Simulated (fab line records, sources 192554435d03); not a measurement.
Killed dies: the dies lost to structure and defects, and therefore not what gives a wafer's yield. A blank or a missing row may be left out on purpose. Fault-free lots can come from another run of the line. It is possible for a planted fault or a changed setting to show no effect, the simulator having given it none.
fab line records    flow n5Finfet
record: lots: 13  wafers: 39  lastDay: 19
route steps=1938 shown BEOL_M11@1551
lots that met no fault: from a run of the same line without faults
startH: start of the lot's first displayed wafer, in hours after the record's first day    waitH: hours elapsed since this lot's preceding step    " unchanged from the row above    L1.1+2: a row that stands for several wafers    - no value, or no start was given    * or withheld: withheld    < > ~ a bound
route shown NAME@n: names a module that has steps shown in the file, with the first one's number in the route    usual: mean/standard deviation taken from wafers without a fault    same: alike in all rows    chamber/n: place in a boat    sites: readings site by site    _std_site: the values' standard deviation    _edge_site: inner sites' mean taken away from outer sites' mean    radiusMm: how far each site lies from the wafer's centre    mask NAME#n: copy n    behind: tool/chamber where the wafer was last shaped    hold: reason for holding the lot/hours on hold/outcome of the hold    device: whichever transistor did not switch (one of n, p or np)    end of line: tests of these same wafers at the route's end    where a step has no rows: the recipe by itself    killed: at the first sort, the dies lost to defects and structure; wafer yield is something else    map: the dies of a wafer, with x for killed, . for not killed, _ for no die there
set.NAME: setting as actually run; set.NAME@STEP: the setting as run at that earlier step    model.NAME: the simulator's own value behind a step, which no gauge read
one table for each step of the route and one row for each wafer, over a sample of lots
services: a tool's chamber out of use, with start hour (startH, from the record's first day; less than 0 if before it), hours out, and reason
== steps ==
step: N5_BEOL_M11_INSPECT_13
recipe: mode: adi  inspectInstrument: brightfield
usual: rawDefectCount: 419/110
lot.wafer  tool              chamber  startH  waitH  rawDefectCount
L513.1     defectInspect-02  -        281.71  0.0    466
L513.4     "                 -        "       "      450
L513.5     "                 -        "       "      581
L514.1     defectInspect-01  -        295.79  0.0    319
L514.4     "                 -        "       "      284
L514.5     "                 -        "       "      320
L512.2     defectInspect-01  -        300.13  0.0    493
L512.4     "                 -        "       "      379
L512.6     "                 -        "       "      381
L515.1     defectInspect-01  -        307.72  0.0    383
L515.3     "                 -        "       "      497
L515.4     "                 -        "       "      370
L516.1     defectInspect-01  -        307.95  0.0    319
L516.4     "                 -        "       "      354
L516.6     "                 -        "       "      296
L517.1     defectInspect-01  -        319.76  0.0    310
L517.4     "                 -        "       "      357
L517.6     "                 -        "       "      422
L518.1     defectInspect-01  -        326.98  0.0    309
L518.3     "                 -        "       "      367
L518.4     "                 -        "       "      321
L521.1     defectInspect-02  -        331.31  0.0    340
L521.4     "                 -        "       "      370
L521.6     "                 -        "       "      383
L519.3     defectInspect-02  -        335.24  0.0    462
L519.4     "                 -        "       "      462
L519.6     "                 -        "       "      484
L524.1     defectInspect-01  -        343.63  0.0    399
L524.2     "                 -        "       "      315
L524.5     "                 -        "       "      227
L522.2     defectInspect-01  -        343.90  0.0    338
L522.3     "                 -        "       "      401
L522.4     "                 -        "       "      458
L532.2     defectInspect-02  -        408.62  0.0    307
L532.5     "                 -        "       "      440
L532.6     "                 -        "       "      418
L534.2     defectInspect-01  -        417.36  0.0    251
L534.3     "                 -        "       "      337
L534.6     "                 -        "       "      296
step: N5_BEOL_M11_DESCUM_16
recipe: chemistry: O2  timeS: 7.9  sourcePowerW: 50  biasPowerW: 20  pressureMtorr: 20  rfFrequencyHz: 2.712e+07  tempC: 40  resist: CAR-ArF  o2FlowSccm: 225
usual: chamberPressureMTorr: 20.001/0.018  drypumpMotorCurrentA: 5.8/0.47  o2FlowSccm: 225.2/0.64  oesProductAu: 0.79/0.086  rfFwdPowerW: 49.41/0.23  rfVppV: 242.9/1.6  showerheadPlenumPTorr: 2.07/0.088  throttleValvePct: 20.5/0.32
lot.wafer  tool        chamber  startH  waitH  chamberPressureMTorr  drypumpMotorCurrentA  o2FlowSccm  oesProductAu  rfFwdPowerW  rfHoursCounterH  rfVppV  showerheadPlenumPTorr  throttleValvePct
L513.1     rieDiel-06  2        281.75  0.0    19.999                6.1                   225.1       0.86          49.30        46               243.5   2.13                   20.6
L513.4     "           3        "       "      20.009                6.0                   225.7       0.68          49.60        227              240.0   1.97                   20.6
L513.5     "           0        "       "      20.007                5.2                   225.2       0.73          49.60        -                240.2   1.92                   20.7
L514.1     rieDiel-06  2        295.89  0.1    19.975                6.1                   225.2       0.86          49.37        51               243.9   2.13                   20.6
L514.4     "           0        "       "      19.989                5.2                   225.0       0.73          49.59        163              241.4   1.91                   20.8
L514.5     "           3        "       "      20.033                6.0                   225.6       0.67          49.30        -                240.6   1.97                   20.7
L512.2     rieDiel-06  2        300.70  0.6    20.013                6.1                   224.2       0.87          49.37        52               244.1   2.12                   20.6
L512.4     "           3        "       "      19.977                6.0                   225.2       0.67          49.50        233              243.4   1.97                   20.7
L512.6     "           0        "       "      19.986                5.3                   226.9       0.73          49.51        -                240.3   1.91                   20.7
L515.1     rieDiel-02  3        307.76  0.0    20.006                5.2                   224.4       0.85          49.07        79               244.3   2.10                   20.7
L515.3     "           1        "       "      19.995                6.5                   225.1       0.83          49.34        64               245.9   2.21                   20.3
L515.4     "           2        "       "      19.985                5.3                   225.5       0.77          49.33        158              243.4   2.01                   20.5
L516.1     rieDiel-06  3        307.99  0.0    20.019                6.0                   225.7       0.67          49.42        235              241.1   1.97                   20.7
L516.4     "           2        "       "      20.029                6.1                   226.2       0.85          49.48        54               242.3   2.12                   20.6
L516.6     "           3        "       "      19.966                6.0                   224.2       0.68          49.26        -                241.1   1.97                   20.7
L517.1     rieDiel-05  3        319.80  0.0    20.005                5.1                   224.9       0.68          49.33        247              243.0   2.07                   20.3
L517.4     "           1        "       "      20.014                5.6                   225.4       0.96          49.22        11               244.6   2.14                   20.2
L517.6     "           1        "       "      20.035                5.6                   225.1       0.96          49.29        -                243.5   2.14                   20.2
L518.1     rieDiel-06  2        327.01  0.0    20.012                6.1                   224.4       0.85          49.52        61               245.0   2.12                   20.6
L518.3     "           0        "       "      20.000                5.3                   224.1       0.71          49.63        171              238.9   1.91                   20.8
L518.4     "           1        "       "      19.988                6.5                   224.0       0.72          49.56        220              242.8   2.07                   20.8
L521.1     rieDiel-05  2        331.87  0.6    19.974                6.0                   224.6       0.72          49.51        188              244.6   2.16                   20.9
L521.4     "           2        "       "      20.004                6.0                   224.7       0.72          49.44        -                245.1   2.16                   20.9
L521.6     "           0        "       "      20.004                5.8                   224.7       0.88          49.50        -                243.1   2.03                   20.3
L519.3     rieDiel-06  0        335.37  0.1    19.962                5.2                   225.4       0.71          49.66        175              240.0   1.91                   20.8
L519.4     "           3        "       "      20.015                6.0                   225.8       0.67          49.40        -                241.6   1.97                   20.7
L519.6     "           1        "       "      20.024                6.5                   225.6       0.72          49.53        -                244.4   2.07                   20.9
L524.1     rieDiel-06  1        343.67  0.0    19.982                6.5                   223.9       0.71          49.45        226              242.3   2.07                   20.9
L524.2     "           3        "       "      19.988                6.0                   223.7       0.67          49.55        248              240.6   1.97                   20.7
L524.5     "           1        "       "      20.002                6.5                   224.5       0.72          49.40        -                242.8   2.07                   20.9
L522.2     rieDiel-02  3        343.94  0.0    20.010                5.2                   226.5       0.83          49.04        88               243.5   2.10                   20.7
L522.3     "           1        "       "      19.966                6.6                   225.3       0.83          49.48        75               244.8   2.21                   20.4
L522.4     "           0        "       "      19.982                6.2                   225.7       0.87          48.74        35               244.7   2.12                   19.7
L532.2     rieDiel-06  2        408.90  0.3    19.986                6.1                   225.4       0.84          49.77        84               244.6   2.11                   20.7
L532.5     "           3        "       "      19.998                6.0                   225.4       0.94          49.65        -                246.0   2.22                   20.4
L532.6     "           2        "       "      19.998                6.1                   225.0       0.81          49.38        -                244.1   2.11                   20.6
L534.2     rieDiel-05  2        417.65  0.3    19.998                6.0                   224.5       0.70          49.69        214              243.5   2.15                   20.9
L534.3     "           1        "       "      20.003                5.6                   225.9       0.89          49.59        42               242.6   2.13                   20.2
L534.6     "           2        "       "      19.980                6.0                   226.1       0.70          49.45        -                244.2   2.15                   20.9
step: N5_BEOL_M11_HM_OPEN_17
recipe: chemistry: Cl2/BCl3  targetDepthA: 200  overetchA: 60  target: TiN  maskMaterial: SOC  ionEnergyEv: 150  pressureMtorr: 10  icpW: 1000  biasW: 126  Cl2_flow_sccm: 53.25  bcl3FlowSccm: 21.75  Ar_flow_sccm: 25
usual: biasW: 126.0/0.34  chamberPressureMTorr: 9.998/0.013  drypumpMotorCurrentA: 5.2/0.35  oesProductAu: 0.71/0.041  rfFwdPowerW: 992/3.8  throttleValvePct: 22.19/0.23
lot.wafer  tool         chamber  startH  waitH  biasW  chamberPressureMTorr  drypumpMotorCurrentA  oesProductAu  rfFwdPowerW  rfHoursCounterH  throttleValvePct
L513.1     rieMetal-03  0        282.02  0.0    126.1  10.005                5.0                   0.72          989          21               21.97
L513.4     "            1        "       "      126.0  9.997                 5.4                   0.65          995          -                22.22
L513.5     "            0        "       "      126.1  9.996                 5.0                   0.71          989          -                21.95
L514.1     rieMetal-03  1        296.16  0.0    126.2  9.996                 5.4                   0.65          998          42               22.19
L514.4     "            1        "       "      125.8  9.999                 5.4                   0.66          995          -                22.22
L514.5     "            0        "       "      126.6  10.002                5.0                   0.71          1000         -                21.95
L512.2     rieMetal-01  1        300.97  0.0    125.0  9.993                 5.6                   0.76          996          7                22.46
L512.4     "            1        "       "      125.8  10.019                5.6                   0.75          994          -                22.49
L512.6     "            0        "       "      126.6  9.994                 4.8                   0.77          995          -                22.24
L515.1     rieMetal-02  0        308.03  0.0    125.9  10.007                5.9                   0.67          984          41               21.67
L515.3     "            0        "       "      125.4  10.000                5.9                   0.66          987          -                21.66
L515.4     "            1        "       "      126.1  10.001                5.1                   0.73          994          -                22.15
L516.1     rieMetal-01  0        308.26  0.0    126.1  9.990                 4.8                   0.78          991          6                22.25
L516.4     "            1        "       "      125.2  10.003                5.6                   0.76          992          -                22.48
L516.6     "            0        "       "      126.3  9.997                 4.8                   0.78          995          -                22.25
L517.1     rieMetal-03  1        320.07  0.0    126.1  9.997                 5.4                   0.64          998          44               22.24
L517.4     "            1        "       "      126.6  10.008                5.3                   0.65          997          -                22.21
L517.6     "            1        "       "      126.3  9.991                 5.3                   0.65          994          -                22.23
L518.1     rieMetal-02  1        327.29  0.0    126.4  9.990                 5.1                   0.71          990          24               22.16
L518.3     "            1        "       "      126.7  9.993                 5.1                   0.72          991          -                22.16
L518.4     "            0        "       "      126.4  9.995                 5.9                   0.66          984          -                21.66
L521.1     rieMetal-03  0        332.15  0.0    125.7  10.006                5.0                   0.69          993          26               21.96
L521.4     "            0        "       "      125.9  9.991                 5.0                   0.70          988          -                21.97
L521.6     "            0        "       "      126.1  10.017                5.0                   0.69          990          -                21.98
L519.3     rieMetal-02  0        335.67  0.1    126.2  9.996                 5.9                   0.66          989          -                21.65
L519.4     "            1        "       "      125.9  10.012                5.1                   0.72          995          -                22.18
L519.6     "            0        "       "      125.8  9.996                 5.9                   0.66          990          -                21.66
L524.1     rieMetal-03  0        343.94  0.0    126.5  10.013                5.0                   0.70          993          27               21.98
L524.2     "            1        "       "      126.2  9.998                 5.4                   0.65          990          46               22.22
L524.5     "            0        "       "      126.1  9.986                 5.0                   0.70          990          -                21.95
L522.2     rieMetal-03  1        344.21  0.0    126.0  9.998                 5.4                   0.60          983          46               22.30
L522.3     "            1        "       "      125.8  9.997                 5.4                   0.60          988          -                22.30
L522.4     "            0        "       "      125.8  9.995                 5.0                   0.70          987          -                21.96
L532.2     rieMetal-01  0        409.17  0.0    126.5  10.015                4.8                   0.72          995          14               22.29
L532.5     "            1        "       "      125.7  9.994                 5.6                   0.72          995          -                22.51
L532.6     "            0        "       "      126.4  9.995                 4.8                   0.73          995          -                22.28
L534.2     rieMetal-01  0        417.92  0.0    126.4  9.977                 4.8                   0.72          990          14               22.27
L534.3     "            0        "       "      125.4  10.004                4.8                   0.74          992          -                22.28
L534.6     "            0        "       "      126.4  10.001                4.8                   0.73          998          -                22.28
step: N5_BEOL_M11_OVL_MEAS_29
recipe: pointsPerWafer: 44
usual: V10_OVL: 0.4/0.79
lot.wafer  tool        chamber  startH  waitH  V10_OVL[nm]
L513.1     overlay-01  0        282.60  0.0    -0.1
L513.4     "           0        "       "      0.3
L513.5     "           0        "       "      0.5
L514.1     overlay-01  0        298.66  0.0    0.6
L514.4     "           0        "       "      1.2
L514.5     "           0        "       "      0.8
L512.2     overlay-02  0        302.88  0.0    -0.9
L512.4     "           0        "       "      -1.1
L512.6     "           0        "       "      -0.9
L515.1     overlay-02  0        308.66  0.0    0.6
L515.3     "           0        "       "      0.9
L515.4     "           0        "       "      0.3
L516.1     overlay-01  0        308.88  0.0    1.7
L516.4     "           0        "       "      2.5
L516.6     "           0        "       "      2.1
L517.1     overlay-01  0        321.15  0.0    1.2
L517.4     "           0        "       "      0.6
L517.6     "           0        "       "      0.3
L518.1     overlay-01  0        329.99  0.0    0.6
L518.3     "           0        "       "      1.2
L518.4     "           0        "       "      0.9
L521.1     overlay-01  0        333.76  0.0    0.3
L521.4     "           0        "       "      0.0
L521.6     "           0        "       "      1.7
L519.3     overlay-01  0        336.86  0.0    1.1
L519.4     "           0        "       "      0.5
L519.6     "           0        "       "      0.5
L522.2     overlay-01  0        347.66  0.0    0.9
L522.3     "           0        "       "      1.1
L522.4     "           0        "       "      1.7
L524.1     overlay-02  0        347.82  0.0    -0.1
L524.2     "           0        "       "      0.5
L524.5     "           0        "       "      -1.3
L532.2     overlay-02  0        411.00  0.0    0.7
L532.5     "           0        "       "      1.1
L532.6     "           0        "       "      0.3
L534.2     overlay-02  0        421.40  0.0    0.4
L534.3     "           0        "       "      -0.9
L534.6     "           0        "       "      0.6
step: N5_BEOL_M11_VIA_ETCH_34
recipe: chemistry: C4F6/O2  target: SiCOH_lowk  targetDepthA: 1845  maskMaterial: SOC  taperDeg: 4  timeS: 69.2  ionEnergyEv: 250  pressureMtorr: 30  sourceW: 345  biasW: 185  Ar_flow_sccm: 300  C4F6_flow_sccm: 10  O2_flow_sccm: 10
usual: biasW: 185.1/0.54  chamberPressureMTorr: 30.000/0.028  drypumpMotorCurrentA: 5.8/0.48  oesProductAu: 0.80/0.084  rfFwdPowerW: 342.2/1.3  rfVppV: 670/11  showerheadPlenumPTorr: 2.82/0.11  throttleValvePct: 21.0/0.32
lot.wafer  tool        chamber  startH  waitH  biasW  chamberPressureMTorr  drypumpMotorCurrentA  oesProductAu  rfFwdPowerW  rfHoursCounterH  rfVppV  showerheadPlenumPTorr  throttleValvePct
L513.1     rieDiel-05  3        283.52  0.0    184.9  29.999                5.1                   0.68          343.7        237              670     2.80                   20.7
L513.4     "           0        "       "      185.0  29.970                5.8                   0.92          342.9        -                665     2.80                   20.9
L513.5     "           2        "       "      185.4  29.993                6.0                   0.73          341.4        -                657     2.95                   21.4
L514.1     rieDiel-02  0        298.92  0.0    184.3  29.986                6.1                   0.89          340.7        23               663     2.92                   20.4
L514.4     "           1        "       "      185.4  29.982                6.6                   0.83          343.4        62               687     2.99                   20.7
L514.5     "           2        "       "      184.0  29.983                5.3                   0.76          341.3        -                683     2.74                   21.0
L512.2     rieDiel-05  3        303.14  0.0    184.9  30.025                5.1                   0.69          340.8        243              671     2.80                   20.7
L512.4     "           1        "       "      185.5  29.964                5.6                   0.98          343.7        6                668     2.92                   20.7
L512.6     "           0        "       "      184.8  29.996                5.8                   0.90          343.6        -                663     2.80                   20.9
L515.1     rieDiel-02  1        308.92  0.0    185.4  30.029                6.6                   0.84          343.2        65               688     2.98                   20.7
L515.3     "           3        "       "      185.3  30.025                5.2                   0.85          339.8        79               666     2.88                   21.3
L515.4     "           0        "       "      184.2  29.954                6.1                   0.91          342.2        25               665     2.92                   20.4
L516.1     rieDiel-02  1        309.39  0.0    185.0  29.957                6.6                   0.83          343.3        65               687     2.98                   20.7
L516.4     "           3        "       "      185.5  29.995                5.2                   0.85          341.6        80               667     2.88                   21.3
L516.6     "           3        "       "      185.3  29.968                5.3                   0.84          339.0        -                667     2.88                   21.3
L517.1     rieDiel-02  3        321.55  0.0    185.2  29.960                5.2                   0.84          339.3        82               667     2.88                   21.3
L517.4     "           2        "       "      185.0  30.033                5.3                   0.76          342.6        162              684     2.74                   21.0
L517.6     "           1        "       "      185.8  29.964                6.5                   0.82          342.4        -                688     2.98                   20.7
L518.1     rieDiel-06  2        330.33  0.0    185.7  29.974                6.1                   0.84          342.8        62               675     2.87                   21.0
L518.3     "           1        "       "      184.8  30.017                6.4                   0.72          342.5        221              661     2.81                   21.3
L518.4     "           0        "       "      185.1  30.021                5.2                   0.73          342.3        172              660     2.61                   21.2
L521.1     rieDiel-06  0        334.02  0.0    185.5  30.022                5.3                   0.74          342.4        174              662     2.61                   21.2
L521.4     "           0        "       "      184.9  30.004                5.2                   0.73          341.7        -                661     2.61                   21.2
L521.6     "           3        "       "      185.9  29.981                6.0                   0.68          342.9        -                688     2.71                   21.3
L519.3     rieDiel-06  0        337.12  0.0    185.5  30.006                5.2                   0.73          344.3        175              660     2.60                   21.2
L519.4     "           1        "       "      184.1  29.939                6.5                   0.71          342.8        -                661     2.81                   21.3
L519.6     "           0        "       "      184.8  29.990                5.2                   0.73          345.5        -                661     2.60                   21.2
L522.2     rieDiel-06  3        347.92  0.0    184.5  30.021                6.0                   0.45          342.6        249              688     2.71                   21.2
L522.3     "           2        "       "      186.2  30.028                6.1                   0.50          342.4        63               675     2.87                   20.9
L522.4     "           1        "       "      185.3  30.086                6.5                   0.71          341.9        228              660     2.81                   21.3
L524.1     rieDiel-06  1        348.39  0.0    184.8  30.011                6.5                   0.71          342.6        228              660     2.81                   21.3
L524.2     "           0        "       "      184.0  29.992                5.3                   0.73          342.7        179              660     2.60                   21.2
L524.5     "           1        "       "      185.2  29.974                6.5                   0.71          341.6        -                660     2.81                   21.3
L532.2     rieDiel-06  1        411.27  0.0    186.6  30.027                6.5                   0.71          341.0        244              659     2.80                   21.3
L532.5     "           2        "       "      185.5  30.013                6.1                   0.82          342.9        -                673     2.86                   21.0
L532.6     "           3        "       "      184.6  29.978                6.0                   0.94          343.8        -                698     3.04                   21.1
L534.2     rieDiel-02  3        421.67  0.0    184.7  30.002                5.2                   0.80          338.9        113              666     2.86                   21.3
L534.3     "           1        "       "      185.0  30.005                6.6                   0.80          343.8        99               688     2.97                   20.8
L534.6     "           0        "       "      184.9  29.996                6.1                   0.84          340.2        -                664     2.90                   20.4
step: N5_BEOL_M11_OCD_MEAS_38
usual: trenchDepthNm: 149.2/2.1
lot.wafer  tool    chamber  startH  waitH  trenchDepthNm
L513.1     ocd-02  -        283.80  -      147.2
L513.4     "       -        "       "      150.5
L513.5     "       -        "       "      149.7
L514.1     ocd-02  -        299.21  -      150.6
L514.4     "       -        "       "      149.5
L514.5     "       -        "       "      150.0
L512.2     ocd-01  -        303.43  -      146.9
L512.4     "       -        "       "      148.9
L512.6     "       -        "       "      152.0
L515.1     ocd-01  -        309.21  -      151.1
L515.3     "       -        "       "      152.1
L515.4     "       -        "       "      154.2
L516.1     ocd-02  -        309.67  -      149.8
L516.4     "       -        "       "      148.4
L516.6     "       -        "       "      149.9
L517.1     ocd-01  -        321.84  -      150.9
L517.4     "       -        "       "      150.2
L517.6     "       -        "       "      149.6
L518.1     ocd-02  -        330.61  -      146.5
L518.3     "       -        "       "      148.7
L518.4     "       -        "       "      149.5
L521.1     ocd-02  -        334.31  -      147.8
L521.4     "       -        "       "      148.5
L521.6     "       -        "       "      145.1
L519.3     ocd-01  -        337.41  -      150.1
L519.4     "       -        "       "      149.6
L519.6     "       -        "       "      150.4
L522.2     ocd-02  -        348.21  -      66.7
L522.3     "       -        "       "      53.1
L522.4     "       -        "       "      149.3
L524.1     ocd-01  -        348.68  -      148.0
L524.2     "       -        "       "      148.4
L524.5     "       -        "       "      148.3
L532.2     ocd-02  -        411.56  -      150.5
L532.5     "       -        "       "      147.5
L532.6     "       -        "       "      150.3
L534.2     ocd-02  -        421.95  -      148.2
L534.3     "       -        "       "      148.5
L534.6     "       -        "       "      151.4
step: N5_BEOL_M11_THK_MEAS_53
recipe: thkMeasGauge: xrf  reads: Cu_of_BEOL_M11_ECD_50
usual: M11_THK: 140.1/2.5
lot.wafer  tool          chamber  startH  waitH  M11_THK[nm]
L513.1     filmMetro-01  -        287.79  -      138.2
L513.4     "             -        "       "      140.6
L513.5     "             -        "       "      141.8
L514.1     filmMetro-01  -        302.18  -      142.0
L514.4     "             -        "       "      139.7
L514.5     "             -        "       "      141.8
L512.2     filmMetro-01  -        305.71  -      139.2
L512.4     "             -        "       "      142.5
L512.6     "             -        "       "      144.1
L515.1     filmMetro-02  -        311.99  -      141.7
L515.3     "             -        "       "      141.0
L515.4     "             -        "       "      145.0
L516.1     filmMetro-02  -        312.87  -      139.0
L516.4     "             -        "       "      139.1
L516.6     "             -        "       "      141.1
L517.1     filmMetro-02  -        324.74  -      139.5
L517.4     "             -        "       "      139.4
L517.6     "             -        "       "      140.2
L518.1     filmMetro-02  -        333.58  -      137.2
L518.3     "             -        "       "      136.8
L518.4     "             -        "       "      137.5
L521.1     filmMetro-01  -        336.40  -      138.5
L521.4     "             -        "       "      138.3
L521.6     "             -        "       "      134.9
L519.3     filmMetro-01  -        339.94  -      140.4
L519.4     "             -        "       "      140.2
L519.6     "             -        "       "      140.3
L522.2     filmMetro-01  -        350.72  -      -
L522.3     "             -        "       "      -
L522.4     "             -        "       "      141.0
L524.1     filmMetro-02  -        352.34  -      136.4
L524.2     "             -        "       "      137.9
L524.5     "             -        "       "      137.4
L532.2     filmMetro-02  -        413.57  -      141.4
L532.5     "             -        "       "      141.5
L532.6     "             -        "       "      142.2
L534.2     filmMetro-02  -        424.31  -      138.8
L534.3     "             -        "       "      139.0
L534.6     "             -        "       "      143.2
step: N5_BEOL_M11_RS_MEAS_57
recipe: thkMeasGauge: four-point-probe  reads: Cu_of_BEOL_M11_ECD_50+Co_of_BEOL_M11_CVD_75+TaN_of_BEOL_M11_ALD_74
usual: M11_RS: 0.1505/0.0027
lot.wafer  tool          chamber  startH  waitH  M11_RS[ohm/sq]
L513.1     filmMetro-01  -        287.92  0.0    0.1537
L513.4     "             -        "       "      0.1503
L513.5     "             -        "       "      0.1496
L514.1     filmMetro-01  -        302.31  0.0    0.1484
L514.4     "             -        "       "      0.1496
L514.5     "             -        "       "      0.1479
L512.2     filmMetro-02  -        305.94  0.2    0.1523
L512.4     "             -        "       "      0.1490
L512.6     "             -        "       "      0.1466
L515.1     filmMetro-01  -        312.12  0.0    0.1488
L515.3     "             -        "       "      0.1486
L515.4     "             -        "       "      0.1447
L516.1     filmMetro-02  -        312.99  0.0    0.1518
L516.4     "             -        "       "      0.1507
L516.6     "             -        "       "      0.1496
L517.1     filmMetro-01  -        324.87  0.0    0.1497
L517.4     "             -        "       "      0.1504
L517.6     "             -        "       "      0.1499
L518.1     filmMetro-02  -        333.70  0.0    0.1524
L518.3     "             -        "       "      0.1533
L518.4     "             -        "       "      0.1521
L521.1     filmMetro-01  -        336.52  0.0    0.1538
L521.4     "             -        "       "      0.1530
L521.6     "             -        "       "      0.1578
L519.3     filmMetro-01  -        340.07  0.0    0.1500
L519.4     "             -        "       "      0.1503
L519.6     "             -        "       "      0.1501
L522.2     filmMetro-01  -        350.84  0.0    -
L522.3     "             -        "       "      -
L522.4     "             -        "       "      0.1503
L524.1     filmMetro-01  -        352.47  0.0    0.1527
L524.2     "             -        "       "      0.1509
L524.5     "             -        "       "      0.1519
L532.2     filmMetro-02  -        413.69  0.0    0.1481
L532.5     "             -        "       "      0.1488
L532.6     "             -        "       "      0.1482
L534.2     filmMetro-02  -        424.44  0.0    0.1522
L534.3     "             -        "       "      0.1527
L534.6     "             -        "       "      0.1472
== services ==
tool         chamber  startH  hours  kind
rieDiel-05   1        264.80  -      clean
rieDiel-05   1        264.80  -      consumableReplace:focusRing
rieDiel-05   1        264.80  21.0   scheduledDown
rieDiel-05   1        264.80  21.0   ventCycle
rieMetal-02  1        279.14  2.2    repair
rieDiel-06   -        299.45  1.1    repair
rieDiel-05   2        308.01  10.4   repair
rieDiel-05   3        329.66  -      clean
rieDiel-05   3        329.66  -      consumableReplace:focusRing
rieDiel-02   0        347.03  9.0    repair
rieDiel-06   3        352.48  -      clean
rieDiel-06   3        352.48  -      consumableReplace:focusRing
rieDiel-06   3        352.48  -      consumableReplace:showerhead
rieDiel-06   3        352.48  16.5   scheduledDown
rieDiel-06   3        352.48  16.5   ventCycle
rieDiel-06   1        354.73  9.2    repair
rieMetal-02  -        393.96  1.2    repair
rieMetal-02  -        409.72  1.9    repair
== key ==
firstSign: step: N5_BEOL_M11_VIA_ETCH_34  reading: oesProductAu  direction: down  sigmas: 3.8  usual: 0.80  struck: 0.48
effect: step: N5_BEOL_M11_OCD_MEAS_38  reading: trenchDepthNm  direction: down  sigmas: 43  usual: 149.2  struck: 59.9
effect: step: N5_BEOL_M11_THK_MEAS_53  reading: M11_THK  direction: missing
effect: step: N5_BEOL_M11_RS_MEAS_57  reading: M11_RS  direction: missing
metAt N5_BEOL_M11_HM_OPEN_17
struckLots L522
struckWafers L522.2,L522.3
laterRowsLeftOut L522.3
sortLeftOut L522.2,L522.3
notActingAt N5_BEOL_M11_INSPECT_13,N5_BEOL_M11_DESCUM_16,N5_BEOL_M11_OVL_MEAS_29
onsetBetween 343.94 344.21
fault: kind: processParameterDrift  tool: rieMetal-03  chamber: -  onsetH: 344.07  steps: N5_BEOL_M11_HM_OPEN_17  channel: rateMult  offset: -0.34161  shape: step  endH: 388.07  scope: struckWafersOnly
sortLeftOut: the simulated sort isn't trusted on such a fault, so these wafers' sort isn't shown, and their yield isn't known
laterRowsLeftOut: the simulator's readings of these wafers behind a module that went badly wrong aren't trusted and aren't shown, but for the sort
